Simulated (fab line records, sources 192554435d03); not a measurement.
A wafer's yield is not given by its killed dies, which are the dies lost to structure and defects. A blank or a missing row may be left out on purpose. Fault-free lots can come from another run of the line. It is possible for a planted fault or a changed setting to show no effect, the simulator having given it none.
What tool caused it?	flow n5-finfet	Sampling: 10 lots, 28 wafers, 5 of 1938 route steps

== WHAT THE GAUGES SHOWED, per wafer ==
N5_BEOL_M3_INSPECT_13: inspects for defects (brightfield). Usual: raw-defect-count reads 421 (standard deviation 96).
lot	measured	on	raw-defect-count	flag
L514	day 7 08:26	defect-inspect-01	309 381 389	
L515	day 7 08:29	defect-inspect-02	364 417 460	
L521	day 8 13:20	defect-inspect-02	398 503 326	
L520	day 8 15:55	defect-inspect-02	419 461 427	
L522	day 9 01:04	defect-inspect-02	334 261	
L524	day 9 14:44	defect-inspect-02	540 430 454	
L527	day 10 10:01	defect-inspect-02	447 371 415	
L526	day 10 14:13	defect-inspect-01	474 392 492	
L534	day 12 09:01	defect-inspect-02	541 419 547	
L536	day 12 12:36	defect-inspect-01	429 386	

N5_BEOL_M4_RC_MEAS_101. Usual: DIBL_N 37.1 mV/V, standard deviation 1.9; DIBL_P 37.2 mV/V, standard deviation 2.3; IOFF_N 0.18 nA/um, standard deviation 0.04; IOFF_P 0.23 nA/um, standard deviation 0.044; ION_N 682 uA/um, standard deviation 11; ION_P 468 uA/um, standard deviation 8.6; SS_N 71.9 mV/dec, standard deviation 0.68; SS_P 73.5 mV/dec, standard deviation 0.74; VT_N 248 mV, standard deviation 3.4; VT_P -248 mV, standard deviation 3.4.
lot	measured	on	DIBL_N (mV/V)	DIBL_P (mV/V)	IOFF_N (nA/um)	IOFF_P (nA/um)	ION_N (uA/um)	ION_P (uA/um)	SS_N (mV/dec)	SS_P (mV/dec)	VT_N (mV)	VT_P (mV)	flag
L514	day 8 02:03	prober-01	38.1 35.5 38.4	37.9 34.4 37.7	0.19 0.13 0.19	0.25 0.20 0.25	676 668 679	471 460 465	71.6 71.4 72.1	73.4 72.3 73.3	248 254 250	-247 -250 -248	
L515	day 8 02:15	prober-02	39.1 36.4 38.4	38.0 34.9 36.1	0.19 0.14 0.16	0.24 0.20 0.22	673 675 668	463 468 461	72.1 71.3 72.4	74.4 73.4 73.8	250 251 248	-250 -251 -249	
L521	day 9 06:25	prober-02	32.9 35.6 34.9	33.4 35.8 34.8	0.11 0.16 0.15	0.16 0.19 0.17	660 679 670	455 461 460	70.7 71.8 72.0	72.0 72.5 72.5	254 248 249	-254 -252 -254	
L520	day 9 08:40	prober-01	33.4 37.4 34.6	32.2 36.3 34.1	0.12 0.18 0.14	0.17 0.22 0.19	669 675 674	460 459 462	71.7 71.8 71.1	71.5 72.9 72.6	251 251 252	-250 -248 -249	
L522	day 9 20:41	prober-01	35.0 37.0	34.4 37.8	0.14 0.20	0.19 0.26	672 694	466 481	71.7 71.6	72.6 73.7	250 244	-251 -244	
L524	day 10 10:13	prober-01	36.6 34.3 34.6	38.5 37.1 35.9	0.17 0.14 0.14	0.20 0.18 0.17	685 676 675	461 461 456	71.6 70.7 71.0	74.0 73.0 72.0	249 254 251	-254 -251 -255	
L527	day 11 02:40	prober-01	36.4 37.9 37.2	36.6 37.9 36.3	0.16 0.20 0.18	0.24 0.28 0.24	687 696 676	478 480 460	71.4 71.8 71.7	72.7 73.4 73.3	245 245 248	-246 -246 -246	
L526	day 11 07:41	prober-01	39.4 37.2 39.0	41.0 37.9 41.0	0.24 0.19 0.24	0.35 0.27 0.34	692 693 710	477 473 485	72.1 71.9 73.3	74.1 74.3 74.0	243 245 242	-243 -247 -242	
L534	day 13 04:58	prober-01	37.6 37.4 41.7	40.2 39.5 43.6	0.21 0.19 0.32	0.29 0.26 0.37	688 681 699	473 464 477	72.1 71.8 73.5	74.6 74.0 75.8	246 247 240	-246 -246 -244	
L536	day 13 06:49	prober-01	36.3 32.8	37.3 33.6	0.19 0.13	0.26 0.20	689 652	471 457	72.2 71.2	73.4 71.7	246 253	-245 -250	

== TOOL THAT RAN EACH LOT (tool first, then ch and the chambers of the sampled wafers, then the start) ==
lot	N5_BEOL_M3_STRIP_66	N5_BEOL_M3_DESCUM_33	N5_BEOL_M3_ALD_98
L514	rie-diel-06 ch 0,2, day 7 09:07	rie-diel-02 ch 1,3, day 7 09:52	ald-sin-02 ch 0,2,3, day 7 10:00
L515	rie-diel-04 ch 1,2, day 7 09:12	rie-diel-04 ch 1,2, day 7 09:55	ald-sin-04 ch 1,2,3, day 7 10:04
L521	rie-diel-02 ch 0,1,3, day 8 13:34	rie-diel-02 ch 0,1,2, day 8 14:14	ald-sin-03 ch 0,2,3, day 8 14:22
L520	rie-diel-02 ch 1,2,3, day 8 16:10	rie-diel-04 ch 1,2,3, day 8 16:49	ald-sin-04 ch 0,1, day 8 16:58
L522	rie-diel-04 ch 0,3, day 9 01:18	rie-diel-04 ch 0,3, day 9 01:58	ald-sin-02 ch 0,1, day 9 02:06
L524	rie-diel-04 ch 2,3, day 9 14:59	rie-diel-04 ch 1,2, day 9 15:39	ald-sin-02 ch 0,1, day 9 16:05
L527	rie-diel-04 ch 0,1,3, day 10 10:20	rie-diel-04 ch 0,1,3, day 10 11:05	ald-sin-04 ch 0,2,3, day 10 11:13
L526	rie-diel-02 ch 0,1,2, day 10 14:28	rie-diel-02 ch 0,1,3, day 10 15:07	ald-sin-02 ch 0,1,2, day 10 15:16
L534	rie-diel-04 ch 0,2,3, day 12 09:15	rie-diel-04 ch 0,3, day 12 10:05	ald-sin-03 ch 1,2,3, day 12 10:14
L536	rie-diel-06 ch 2, day 12 13:21	rie-diel-04 ch 0,3, day 12 14:08	ald-sin-03 ch 2,3, day 12 14:30
- N5_BEOL_M3_STRIP_66: strips in CF4.
- N5_BEOL_M3_DESCUM_33: chemistry O2, time 7 s.
- N5_BEOL_M3_ALD_98: deposits SiO2, target thk 2.5 nm, pulse time 1 s, co reactant pulse time 1 s.

== AS READ BY THE TOOLS THEMSELVES (means over the sampled wafers that have a number; for cases with no such wafer, the mark the record gives instead) ==
N5_BEOL_M3_STRIP_66. Usual: drypump-motor-current-A 5.7 A, standard deviation 0.35; oes-product-au 0.80 a.u., standard deviation 0.067; rf-vpp-V 271.3 V, standard deviation 1.6; showerhead-plenum-p-Torr 1.80 Torr, standard deviation 0.063; throttle-valve-pct 13.53 %, standard deviation 0.23.
lot	tool	drypump-motor-current-A (A)	oes-product-au (a.u.)	rf-vpp-V (V)	showerhead-plenum-p-Torr (Torr)	throttle-valve-pct (%)	flag
L514	rie-diel-06	5.9	0.80	272.1	1.83	13.45	
L515	rie-diel-04	5.4	0.78	270.3	1.76	13.65	
L521	rie-diel-02	5.5	0.81	274.0	1.89	13.41	
L520	rie-diel-02	6.0	0.83	271.5	1.85	13.42	
L522	rie-diel-04	5.8	0.90	271.0	1.79	13.38	
L524	rie-diel-04	5.8	0.85	271.1	1.80	13.60	
L527	rie-diel-04	5.7	0.82	270.8	1.79	13.52	
L526	rie-diel-02	5.7	0.79	271.2	1.83	13.65	
L534	rie-diel-04	5.6	0.83	271.1	1.77	13.52	
L536	rie-diel-06	6.0	0.79	273.2	1.88	13.43	

N5_BEOL_M3_DESCUM_33. Usual: drypump-motor-current-A 5.7 A, standard deviation 0.35; oes-product-au 0.81 a.u., standard deviation 0.072; rf-vpp-V 243.3 V, standard deviation 1.3; showerhead-plenum-p-Torr 2.10 Torr, standard deviation 0.082; throttle-valve-pct 20.41 %, standard deviation 0.23.
lot	tool	drypump-motor-current-A (A)	oes-product-au (a.u.)	rf-vpp-V (V)	showerhead-plenum-p-Torr (Torr)	throttle-valve-pct (%)	flag
L514	rie-diel-02	5.7	0.89	245.7	2.24	20.18	
L515	rie-diel-04	5.4	0.75	243.4	2.05	20.37	
L521	rie-diel-02	5.7	0.82	243.4	2.16	20.66	
L520	rie-diel-04	5.6	0.81	242.8	2.07	20.43	
L522	rie-diel-04	5.8	0.91	243.4	2.10	20.34	
L524	rie-diel-04	5.5	0.74	242.6	2.04	20.40	
L527	rie-diel-04	5.7	0.82	242.5	2.08	20.35	
L526	rie-diel-02	5.5	0.81	244.8	2.22	20.40	
L534	rie-diel-04	5.9	0.85	243.6	2.10	20.41	
L536	rie-diel-04	5.8	0.86	242.5	2.09	20.37	

N5_BEOL_M3_ALD_98. Usual: chamber-pressure-Torr 1.999 Torr, standard deviation 0.0047; heater-power-w 82 W, standard deviation 12; precursor-pulse-height-rel 1.001, standard deviation 0.021; susceptor-temp-C 100.01 C, standard deviation 0.13.
lot	tool	chamber-pressure-Torr (Torr)	heater-power-w (W)	precursor-pulse-height-rel	susceptor-temp-C (C)	flag
L514	ald-sin-02	1.996	88	1.019	100.21	
L515	ald-sin-04	2.004	83	0.995	99.93	
L521	ald-sin-03	2.003	81	0.994	100.02	
L520	ald-sin-04	1.999	94	0.990	100.05	
L522	ald-sin-02	1.999	78	0.977	99.98	
L524	ald-sin-02	1.995	80	0.981	100.10	
L527	ald-sin-04	2.000	77	0.997	99.86	
L526	ald-sin-02	2.001	82	1.014	99.88	
L534	ald-sin-03	1.996	76	0.988	100.00	
L536	ald-sin-03	1.999	80	0.980	100.05	

== THE ANSWER, worked out from the rows above alone ==
Rule: take the mean of a lot's wafers that have a number; if it is more than 3 standard deviations from the usual mean, the lot is off. Also off: a lot with no number at a reading for which 4 or more lots have one. Where the step has rows for the other lots, those lots are counted as sound. Order of review: gauges by route order, followed by the tools' own readings, for which a lot's mean as printed above is used. At the first step where some lot is off, the reading lying furthest off is the one used; lots without a number count as furthest.
Nothing can be told from this: no lot is off at any reading shown.

== WHAT HAD BEEN PUT IN BY THE SIMULATOR ==
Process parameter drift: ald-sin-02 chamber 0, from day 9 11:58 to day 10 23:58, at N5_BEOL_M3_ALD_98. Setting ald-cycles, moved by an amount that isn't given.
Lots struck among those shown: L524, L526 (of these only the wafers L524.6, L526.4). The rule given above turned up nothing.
